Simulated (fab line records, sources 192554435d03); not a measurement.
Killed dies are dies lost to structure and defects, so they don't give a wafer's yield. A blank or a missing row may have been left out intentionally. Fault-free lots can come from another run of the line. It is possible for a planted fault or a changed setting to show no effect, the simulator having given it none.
Lot-split experiment :: flow n5Finfet :: 7 lots, 21 wafers read, on a route of 1938 steps

== SPLIT DETAILS ==
At N5_GATE_CUT_EXPOSE_10 (exposes mask GATE CUT, target cd 20 nm), the setting doseMj was moved away from the recipe's 43.25 on 6 of the 21 wafers read, by -7.2% to +7.2%. All remaining wafers had this setting at the recipe value.

== FROM THE SPLIT TO THE READING: what the file shows between them, 2 steps ==
- N5_GATE_CUT_PEB_11: peb time 60 s
- N5_GATE_CUT_DEVELOP_12: develop time 30 s

== THE READING ==
At N5_GATE_CUT_CD_MEAS_13: cdNm in nanometres, against a target cd of 20 nm. On this fab line, fault-free wafers typically give 20.12 nm with a standard deviation of 0.25 nm.

wafer: L075.1
tool, chamber at the split: euvScanner-01, 0
doseMj as run: 40.12
against the recipe: -7.2%
cdNm, nm: 18.00
against lot-mates on the recipe: -2.53

wafer: L075.3
tool, chamber at the split: euvScanner-01, 0
doseMj as run: 40.12
against the recipe: -7.2%
cdNm, nm: 18.26
against lot-mates on the recipe: -2.27

wafer: L075.4
tool, chamber at the split: euvScanner-01, 0
doseMj as run: 43.25
against the recipe: recipe
cdNm, nm: 20.53
against lot-mates on the recipe: -

wafer: L077.1
tool, chamber at the split: euvScanner-02, 0
doseMj as run: 43.25
against the recipe: recipe
cdNm, nm: 20.30
against lot-mates on the recipe: -

wafer: L077.2
tool, chamber at the split: euvScanner-02, 0
doseMj as run: 43.25
against the recipe: recipe
cdNm, nm: 20.18
against lot-mates on the recipe: -

wafer: L077.6
tool, chamber at the split: euvScanner-02, 0
doseMj as run: 41.42
against the recipe: -4.2%
cdNm, nm: 18.84
against lot-mates on the recipe: -1.40

wafer: L083.3
tool, chamber at the split: euvScanner-01, 0
doseMj as run: 43.25
against the recipe: recipe
cdNm, nm: 19.68
against lot-mates on the recipe: -

wafer: L083.4
tool, chamber at the split: euvScanner-01, 0
doseMj as run: 43.25
against the recipe: recipe
cdNm, nm: 20.18
against lot-mates on the recipe: -

wafer: L083.6
tool, chamber at the split: euvScanner-01, 0
doseMj as run: 46.19
against the recipe: +6.8%
cdNm, nm: 21.43
against lot-mates on the recipe: +1.50

wafer: L090.1
tool, chamber at the split: euvScanner-01, 0
doseMj as run: 43.25
against the recipe: recipe
cdNm, nm: 20.25
against lot-mates on the recipe: -

wafer: L090.4
tool, chamber at the split: euvScanner-01, 0
doseMj as run: 43.25
against the recipe: recipe
cdNm, nm: 20.19
against lot-mates on the recipe: -

wafer: L090.5
tool, chamber at the split: euvScanner-01, 0
doseMj as run: 46.38
against the recipe: +7.2%
cdNm, nm: 21.97
against lot-mates on the recipe: +1.75

wafer: L091.1
tool, chamber at the split: euvScanner-01, 0
doseMj as run: 43.25
against the recipe: recipe
cdNm, nm: 20.07
against lot-mates on the recipe: -

wafer: L091.4
tool, chamber at the split: euvScanner-01, 0
doseMj as run: 43.25
against the recipe: recipe
cdNm, nm: 20.17
against lot-mates on the recipe: -

wafer: L091.5
tool, chamber at the split: euvScanner-01, 0
doseMj as run: 43.25
against the recipe: recipe
cdNm, nm: 20.30
against lot-mates on the recipe: -

wafer: L094.3
tool, chamber at the split: euvScanner-01, 0
doseMj as run: 43.25
against the recipe: recipe
cdNm, nm: 20.18
against lot-mates on the recipe: -

wafer: L094.5
tool, chamber at the split: euvScanner-01, 0
doseMj as run: 43.25
against the recipe: recipe
cdNm, nm: 20.01
against lot-mates on the recipe: -

wafer: L094.6
tool, chamber at the split: euvScanner-01, 0
doseMj as run: 43.25
against the recipe: recipe
cdNm, nm: 19.86
against lot-mates on the recipe: -

wafer: L095.2
tool, chamber at the split: euvScanner-01, 0
doseMj as run: 44.12
against the recipe: +2.0%
cdNm, nm: 20.58
against lot-mates on the recipe: +0.66

wafer: L095.4
tool, chamber at the split: euvScanner-01, 0
doseMj as run: 43.25
against the recipe: recipe
cdNm, nm: 19.85
against lot-mates on the recipe: -

wafer: L095.6
tool, chamber at the split: euvScanner-01, 0
doseMj as run: 43.25
against the recipe: recipe
cdNm, nm: 19.98
against lot-mates on the recipe: -

FIT RESULTS
A straight line over all 21 wafers: cdNm changes by +0.254 nm for each +1% of doseMj; r = +0.97; the points scatter about the line by 0.22 nm.
The same after taking each lot's own level away (the mean of its wafers on the recipe; 21 wafers): +0.287 nm for each +1%; r = +0.98; scatter 0.19 nm.
The reading moves by 2.1 nm for the largest change in doseMj, on that fit.
The span of the lots' own levels, 19.915 to 20.530 nm, comes to 2.5 times the standard deviation stated above.
Thus the slope moves with the lot-to-lot level: the two fits are different.
Check: -2.01 nm against its lot-mates is what the line predicts for one of the wafers moved furthest among these (-7.2%) when that wafer is left out of the fit. It came out at -2.53 nm against them.

== THE WHOLE CHAIN: every reading that the file lists as answering this split, in the file's order ==
step: N5_GATE_CUT_CD_MEAS_13
what it does: target cd 20 nm
reading: cdNm
change (the file's fit): +0.275 nm for each +1% of the setting
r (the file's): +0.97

step: N5_GATE_CUT_DESCUM_18
what it does: chemistry O2, time 7 s
reading: GATE_CUT.cdNm (the simulator's own value, which no gauge read)
change (the file's fit): +0.22 nm for each +1% of the setting
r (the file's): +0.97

step: N5_GATE_CUT_ETCH_36
what it does: etches SiARC in CF4, target depth 13 nm, time 21.7 s
reading: GATE_CUT.cdNm (the simulator's own value, which no gauge read)
change (the file's fit): +0.225 nm for each +1% of the setting
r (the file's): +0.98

step: N5_GATE_CUT_HM_OPEN_40
what it does: chemistry C4F6/O2, target SiO2, target depth 139 nm, time 85.1 s
reading: GATE_CUT.cdNm (the simulator's own value, which no gauge read)
change (the file's fit): +0.238 nm for each +1% of the setting
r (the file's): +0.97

step: N5_GATE_CUT_ETCH_47
what it does: etches SiO2 in Cl2/BCl3, target depth 10 nm
reading: GATE_CUT.cdNm (the simulator's own value, which no gauge read)
change (the file's fit): +0.257 nm for each +1% of the setting
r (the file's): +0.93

== THE FILE'S OWN FIT ==
cdNm changes by +0.275 nm for each +1% of doseMj, r = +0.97.
